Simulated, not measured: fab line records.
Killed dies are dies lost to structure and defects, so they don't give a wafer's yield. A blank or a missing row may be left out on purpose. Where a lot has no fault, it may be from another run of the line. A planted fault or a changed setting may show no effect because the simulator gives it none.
fab line records ; flow n5Finfet
[record] lots = 7; wafers = 21
route steps=1938 shown BEOL_M5@1145 BEOL_M6@1221 BEOL_M7@1270
startH: start of the lot's first displayed wafer, in hours after the record's first day ; waitH: hours elapsed since this lot's preceding step ; " as in the row above ; L1.1+2: one row covering several wafers at once ; - no value, or no start was given ; * or withheld: withheld ; < > ~ a bound
route shown NAME@n: names a module that has steps shown in the file, with the first one's number in the route ; usual: average and standard deviation across the fault-free wafers ; same: alike in all rows ; chamber/n: place in a boat ; sites: per-site readings ; _std_site: the values' standard deviation ; _edge_site: mean of outer sites minus mean of inner sites ; radiusMm: for every site, how far away it sits from the centre of the wafer ; mask NAME#n: copy n ; behind: tool/chamber where the wafer was last shaped ; hold: the reason the lot was held/the length of the hold in hours/how it ended ; device: the transistor (n, p or np) that didn't switch ; end of line: the tests these same wafers got at the end of their route ; a step without rows: its recipe alone ; killed: the dies lost at the first sort to structure and to defects; this is not the yield of the wafer ; map: shows each die of a wafer: x if killed, . if not, _ if none is there
set.NAME: the run value of the setting; set.NAME@STEP: its run value at that earlier step ; model.NAME: the simulator's own value behind a step, which no gauge read
lots run with intentionally changed settings; tables by step, rows by wafer
[[steps]]
[step N5_BEOL_M5_EXPOSE_25]
[recipe] maskId = V4; na = 0.33; sourceShape = quasar; sigmaInner = 0.2; sigmaOuter = 0.6; polarization = unpolarized; defocusNm = 10; doseMj = 52.75
lot.wafer;tool;chamber;startH;waitH;mask;set.doseMj
L075.1+5;euvScanner-02;0;190.31;-;V4#0;52.75
L075.4;euvScanner-02;0;190.31;-;V4#0;49.44
L083.2+6;euvScanner-02;0;238.84;-;V4#0;52.75
L083.4;euvScanner-02;0;238.84;-;V4#0;55.16
L082.1+5;euvScanner-02;0;251.51;-;V4#0;52.75
L082.4;euvScanner-02;0;251.51;-;V4#0;50.39
L090.1+3+6;euvScanner-02;0;284.79;-;V4#0;50.54
L092.1+2+4;euvScanner-01;0;295.88;-;V4#0;52.75
L096.2+6;euvScanner-01;0;299.94;-;V4#0;52.75
L096.4;euvScanner-01;0;299.94;-;V4#0;55.34
L094.1+2+6;euvScanner-01;0;299.98;-;V4#0;52.75
[step N5_BEOL_M5_PEB_26]
[recipe] pebTempC = 100; pebTimeS = 60; resist = CAR-EUV
[step N5_BEOL_M5_DEVELOP_27]
[recipe] developTimeS = 30; developer = TMAH; resist = CAR-EUV; rinseLiquid = surfactantRinse; dry = airSpin; devTempC = 23
[step N5_BEOL_M5_CD_MEAS_28]
[recipe] targetCdNm = 30.6; landingEnergyEv = 500; detector = seInlens; targetCdYNm = 20; polarity = opening
[usual] cdNm = 30.54/0.29
lot.wafer;tool;chamber;startH;waitH;set.doseMj@BEOL_M5_EXPOSE_25;cdNm
L075.1;cdSem-01;0;190.45;-;52.75;30.70
L075.4;cdSem-01;0;190.45;-;49.44;29.07
L075.5;cdSem-01;0;190.45;-;52.75;30.31
L083.2;cdSem-03;0;238.97;-;52.75;30.44
L083.4;cdSem-03;0;238.97;-;55.16;31.51
L083.6;cdSem-03;0;238.97;-;52.75;30.80
L082.1;cdSem-01;0;251.65;-;52.75;30.79
L082.4;cdSem-01;0;251.65;-;50.39;29.18
L082.5;cdSem-01;0;251.65;-;52.75;30.52
L090.1;cdSem-03;0;284.93;-;50.54;29.83
L090.3;cdSem-03;0;284.93;-;50.54;29.40
L090.6;cdSem-03;0;284.93;-;50.54;29.40
L092.1;cdSem-01;0;296.02;-;52.75;30.83
L092.2;cdSem-01;0;296.02;-;52.75;30.34
L092.4;cdSem-01;0;296.02;-;52.75;31.12
L096.2;cdSem-03;0;300.07;-;52.75;30.21
L096.4;cdSem-03;0;300.07;-;55.34;31.67
L096.6;cdSem-03;0;300.07;-;52.75;30.56
L094.1;cdSem-03;0;300.12;-;52.75;30.92
L094.2;cdSem-03;0;300.12;-;52.75;31.14
L094.6;cdSem-03;0;300.12;-;52.75;30.69
[step N5_BEOL_M5_DESCUM_33]
[recipe] chemistry = O2; timeS = 7; sourcePowerW = 50; biasPowerW = 20; pressureMtorr = 20; rfFrequencyHz = 2.712e+07; tempC = 40; resist = CAR-EUV; o2FlowSccm = 225
[step N5_BEOL_M5_ETCH_75]
[recipe] chemistry = N2/H2; target = underlayer; targetDepthA = 65; maskMaterial = CAR-EUV; timeS = 5.2; ionEnergyEv = 200; pressureMtorr = 30; sourceW = 840; biasW = 150; n2FlowSccm = 200; h2FlowSccm = 200; ends = cleared
[step N5_BEOL_M5_ETCH_67]
[recipe] chemistry = CF4; target = SiARC; targetDepthA = 156; maskMaterial = CAR-EUV; timeS = 26; ionEnergyEv = 80; pressureMtorr = 40; sourceW = 545; biasW = 36; Ar_flow_sccm = 100; cf4FlowSccm = 100; ends = cleared
lot.wafer;tool;chamber;startH;waitH;set.doseMj@BEOL_M5_EXPOSE_25;model.BEOL_M5.cdNm
L075.1;rieDiel-05;1;190.62;0.0;52.75;28.2
L075.4;rieDiel-05;0;190.62;0.0;49.44;26.6
L075.5;rieDiel-05;1;190.62;0.0;52.75;27.8
L083.2+6;rieDiel-03;3,2;239.14;0.0;52.75;28
L083.4;rieDiel-03;0;239.14;0.0;55.16;29.4
L082.1;rieDiel-04;2;251.83;0.0;52.75;27.8
L082.4;rieDiel-04;0;251.83;0.0;50.39;27.4
L082.5;rieDiel-04;3;251.83;0.0;52.75;27.6
L090.1;rieDiel-03;3;285.17;0.0;50.54;26.6
L090.3;rieDiel-03;2;285.17;0.0;50.54;26.4
L090.6;rieDiel-03;0;285.17;0.0;50.54;27.2
L092.1;rieDiel-05;2;296.19;0.0;52.75;28
L092.2;rieDiel-05;3;296.19;0.0;52.75;28.4
L092.4;rieDiel-05;0;296.19;0.0;52.75;28.2
L096.2;rieDiel-05;1;300.24;0.0;52.75;28.8
L096.4;rieDiel-05;0;300.24;0.0;55.34;29.8
L096.6;rieDiel-05;0;300.24;0.0;52.75;28.4
L094.1;rieDiel-04;1;300.62;0.0;52.75;28
L094.2;rieDiel-04;2;300.62;0.0;52.75;28.6
L094.6;rieDiel-04;3;300.62;0.0;52.75;28.4
[step N5_BEOL_M5_ETCH_68]
[recipe] chemistry = N2/H2; target = SOC; targetDepthA = 800; overetchA = 160; maskMaterial = SiARC; tempC = 40; timeS = 120; ionEnergyEv = 200; pressureMtorr = 30; sourceW = 840; biasW = 150; n2FlowSccm = 200; h2FlowSccm = 200
lot.wafer;tool;chamber;startH;waitH;set.doseMj@BEOL_M5_EXPOSE_25;model.BEOL_M5.cdNm
L075.1;rieDiel-05;1;190.65;0.0;52.75;28.2
L075.4;rieDiel-05;0;190.65;0.0;49.44;26.6
L075.5;rieDiel-05;1;190.65;0.0;52.75;27.6
L083.2+6;rieDiel-03;3,2;239.17;0.0;52.75;28
L083.4;rieDiel-03;0;239.17;0.0;55.16;29.4
L082.1;rieDiel-04;2;251.86;0.0;52.75;27.6
L082.4;rieDiel-04;0;251.86;0.0;50.39;27.2
L082.5;rieDiel-04;3;251.86;0.0;52.75;27.4
L090.1;rieDiel-03;3;285.20;0.0;50.54;26.6
L090.3;rieDiel-03;2;285.20;0.0;50.54;26.8
L090.6;rieDiel-03;0;285.20;0.0;50.54;27.2
L092.1;rieDiel-05;2;296.22;0.0;52.75;28
L092.2;rieDiel-05;3;296.22;0.0;52.75;28.4
L092.4;rieDiel-05;0;296.22;0.0;52.75;28.2
L096.2;rieDiel-05;1;300.27;0.0;52.75;29
L096.4;rieDiel-05;0;300.27;0.0;55.34;29.8
L096.6;rieDiel-05;0;300.27;0.0;52.75;28.4
L094.1+6;rieDiel-04;1,3;300.65;0.0;52.75;28.2
L094.2;rieDiel-04;2;300.65;0.0;52.75;28.4
[step N5_BEOL_M5_VIA_ETCH_34]
[recipe] chemistry = C4F6/O2; target = SiCOH_lowk; targetDepthA = 883; maskMaterial = SOC; taperDeg = 4; timeS = 39.2; ionEnergyEv = 250; pressureMtorr = 30; sourceW = 345; biasW = 185; Ar_flow_sccm = 300; C4F6_flow_sccm = 10; O2_flow_sccm = 10
[usual] rfVppV = 666/18
lot.wafer;tool;chamber;startH;waitH;set.biasW;rfVppV
L075.1;rieDiel-05;1;190.75;0.0;212.7;725
L075.4;rieDiel-05;0;190.75;0.0;185;677
L075.5;rieDiel-05;1;190.75;0.0;185;650
L083.2;rieDiel-03;3;239.27;0.0;185;687
L083.4;rieDiel-03;0;239.27;0.0;154.2;560
L083.6;rieDiel-03;2;239.27;0.0;185;648
L082.1;rieDiel-04;2;251.96;0.0;154;568
L082.4;rieDiel-04;0;251.96;0.0;185;642
L082.5;rieDiel-04;3;251.96;0.0;185;680
L090.1;rieDiel-03;3;285.30;0.0;157.8;605
L090.3;rieDiel-03;2;285.30;0.0;185;659
L090.6;rieDiel-03;0;285.30;0.0;157.8;571
L092.1;rieDiel-05;2;296.32;0.0;157.6;583
L092.2;rieDiel-05;3;296.32;0.0;157.6;615
L092.4;rieDiel-05;0;296.32;0.0;157.6;596
L096.2;rieDiel-05;1;300.37;0.0;185;650
L096.4;rieDiel-05;0;300.37;0.0;168.5;628
L096.6;rieDiel-05;0;300.37;0.0;168.5;631
L094.1;rieDiel-04;1;300.75;0.0;185;652
L094.2;rieDiel-04;2;300.75;0.0;185;657
L094.6;rieDiel-04;3;300.75;0.0;185;680
[step N5_BEOL_M6_COAT_22]
[recipe] resist = CAR-EUV; spinRpm = 1500; resistThkNm = 30
lot.wafer;tool;chamber;startH;waitH;set.spinRpm;model.CAR-EUV_of_BEOL_M6_COAT_22.thkNm
L075.1+4;lithoTrack-04;0;-;-;1500;30
L075.5;lithoTrack-04;0;-;-;1344;31.6
L083.2;lithoTrack-03;0;-;-;1434;30.8
L083.4+6;lithoTrack-03;0;-;-;1500;30
L082.1;lithoTrack-05;0;-;-;1500;29.8
L082.4;lithoTrack-05;0;-;-;1500;30
L082.5;lithoTrack-05;0;-;-;1606;28.8
L090.1+3+6;lithoTrack-04;0;-;-;1500;30
L096.2+4;lithoTrack-04;0;-;-;1610;29
L096.6;lithoTrack-04;0;-;-;1500;30
L092.1+2+4;lithoTrack-05;0;-;-;1500;30
L094.1;lithoTrack-04;0;-;-;1500;30.2
L094.2+6;lithoTrack-04;0;-;-;1500;30
[step N5_BEOL_M6_EBR_24]
[recipe] solvent = PGMEA; ebrWidthMm = 1.5
[step N5_BEOL_M6_SOFTBAKE_23]
[recipe] tempC = 110; timeS = 60; resist = CAR-EUV
[step N5_BEOL_M6_EXPOSE_25]
[recipe] maskId = V5; na = 0.33; sourceShape = annular; sigmaInner = 0.4; sigmaOuter = 0.8; polarization = unpolarized; targetCdNm = 40; doseMj = 45
[step N5_BEOL_M6_PEB_26]
[recipe] pebTempC = 100; pebTimeS = 60; resist = CAR-EUV
[step N5_BEOL_M6_DEVELOP_27]
[recipe] developTimeS = 30; developer = TMAH; resist = CAR-EUV; rinseLiquid = surfactantRinse; dry = airSpin; devTempC = 23
lot.wafer;tool;chamber;startH;waitH;set.spinRpm@BEOL_M6_COAT_22;model.CAR-EUV_of_BEOL_M6_COAT_22.thkNm
L075.1+4;lithoTrack-05;0;-;-;1500;29.4
L075.5;lithoTrack-05;0;-;-;1344;31.2
L083.2;lithoTrack-04;0;-;-;1434;30.2
L083.4;lithoTrack-04;0;-;-;1500;29.4
L083.6;lithoTrack-04;0;-;-;1500;29.6
L082.1+4;lithoTrack-05;0;-;-;1500;29.4
L082.5;lithoTrack-05;0;-;-;1606;28.4
L090.1;lithoTrack-04;0;-;-;1500;29.4
L090.3+6;lithoTrack-04;0;-;-;1500;29.6
L096.2+4;lithoTrack-03;0;-;-;1610;28.6
L096.6;lithoTrack-03;0;-;-;1500;29.6
L092.1+2+4;lithoTrack-05;0;-;-;1500;29.6
L094.1+2+6;lithoTrack-03;0;-;-;1500;29.6
[step N5_BEOL_M6_ETCH_66]
[recipe] chemistry = N2/H2; target = SOC; targetDepthA = 800; overetchA = 160; maskMaterial = SiARC; tempC = 40; timeS = 120; ionEnergyEv = 200; pressureMtorr = 30; sourceW = 840; biasW = 150; n2FlowSccm = 200; h2FlowSccm = 200
[usual] rfVppV = 524.9/1.9
lot.wafer;tool;chamber;startH;waitH;set.biasW;rfVppV;model.SiARC_of_BEOL_M6_COAT_64.thkNm
L075.1;rieDiel-06;1;200.41;0.0;124.5;468.5;7.4
L075.4;rieDiel-06;0;200.41;0.0;124.5;468.6;7.4
L075.5;rieDiel-06;3;200.41;0.0;150;522.0;6.2
L083.2;rieDiel-02;3;251.29;0.0;163.4;552.1;5.8
L083.4;rieDiel-02;0;251.29;0.0;163.4;557.5;6
L083.6;rieDiel-02;2;251.29;0.0;163.4;554.3;5.6
L082.1;rieDiel-02;1;264.86;0.0;150;526.1;6.6
L082.4;rieDiel-02;1;264.86;0.0;140.7;504.1;7
L082.5;rieDiel-02;3;264.86;0.0;150;523.9;6.4
L090.1;rieDiel-02;0;302.28;0.0;172.6;576.4;5.6
L090.3;rieDiel-02;1;302.28;0.0;172.6;574.6;5.6
L090.6;rieDiel-02;0;302.28;0.0;150;528.3;6.6
L096.2;rieDiel-06;1;310.78;0.0;157.1;541.8;6
L096.4;rieDiel-06;2;310.78;0.0;150;525.2;6.4
L096.6;rieDiel-06;3;310.78;0.0;157.1;536.8;5.8
L092.1;rieDiel-01;0;310.82;0.0;158.9;544.8;6.2
L092.2;rieDiel-01;2;310.82;0.0;158.9;541.8;5.8
L092.4;rieDiel-01;3;310.82;0.0;150;523.6;6.6
L094.1;rieDiel-06;1;312.40;0.0;150;525.8;6.2
L094.2;rieDiel-06;2;312.40;0.0;150;525.1;6.4
L094.6;rieDiel-06;0;312.40;0.0;150;525.5;6.2
[step N5_BEOL_M7_COAT_05]
[recipe] resist = CAR-ArF; spinRpm = 1500; resistThkNm = 90
lot.wafer;tool;chamber;startH;waitH;set.spinRpm;model.CAR-ArF_of_BEOL_M7_COAT_05.thkNm
L075.1;lithoTrack-05;0;-;-;1553;88.2
L075.4;lithoTrack-05;0;-;-;1500;90
L075.5;lithoTrack-05;0;-;-;1553;88.4
L083.2;lithoTrack-05;0;-;-;1500;89.8
L083.4;lithoTrack-05;0;-;-;1500;89.6
L083.6;lithoTrack-05;0;-;-;1378;93.2
L082.1;lithoTrack-05;0;-;-;1606;87.2
L082.4+5;lithoTrack-05;0;-;-;1606;86.8
L090.1;lithoTrack-01;0;-;-;1500;90
L090.3+6;lithoTrack-01;0;-;-;1455;91.6
L096.2+4+6;lithoTrack-05;0;-;-;1500;90
L092.1;lithoTrack-02;0;-;-;1500;90
L092.2;lithoTrack-02;0;-;-;1338;95.4
L092.4;lithoTrack-02;0;-;-;1338;95.2
L094.1;lithoTrack-05;0;-;-;1500;89.8
L094.2;lithoTrack-05;0;-;-;1500;89.6
L094.6;lithoTrack-05;0;-;-;1500;90
[[key]]
[split] step = N5_BEOL_M5_EXPOSE_25; setting = doseMj; stated = 52.75; by = wafer
[response] step = N5_BEOL_M5_CD_MEAS_28; reading = cdNm; change = +0.249; per = 1%; r = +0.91
[response] step = N5_BEOL_M5_ETCH_67; reading = model.BEOL_M5.cdNm; change = +0.215; per = 1%; r = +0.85
[response] step = N5_BEOL_M5_ETCH_68; reading = model.BEOL_M5.cdNm; change = +0.204; per = 1%; r = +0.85
[split] step = N5_BEOL_M5_VIA_ETCH_34; setting = biasW; stated = 185; by = wafer
[response] step = N5_BEOL_M5_VIA_ETCH_34; reading = rfVppV; change = +5.1; per = 1%; r = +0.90
[split] step = N5_BEOL_M6_COAT_22; setting = spinRpm; stated = 1500; by = wafer
[response] step = N5_BEOL_M6_COAT_22; reading = model.CAR-EUV_of_BEOL_M6_COAT_22.thkNm; change = -0.153; per = 1%; r = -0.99
[response] step = N5_BEOL_M6_DEVELOP_27; reading = model.CAR-EUV_of_BEOL_M6_COAT_22.thkNm; change = -0.157; per = 1%; r = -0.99
[split] step = N5_BEOL_M6_ETCH_66; setting = biasW; stated = 150; by = wafer
[response] step = N5_BEOL_M6_ETCH_66; reading = rfVppV; change = +3.16; per = 1%; r = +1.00
[response] step = N5_BEOL_M6_ETCH_66; reading = model.SiARC_of_BEOL_M6_COAT_64.thkNm; change = -0.0727; per = 1%; r = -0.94
[split] step = N5_BEOL_M7_COAT_05; setting = spinRpm; stated = 1500; by = wafer
[response] step = N5_BEOL_M7_COAT_05; reading = model.CAR-ArF_of_BEOL_M7_COAT_05.thkNm; change = -0.472; per = 1%; r = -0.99
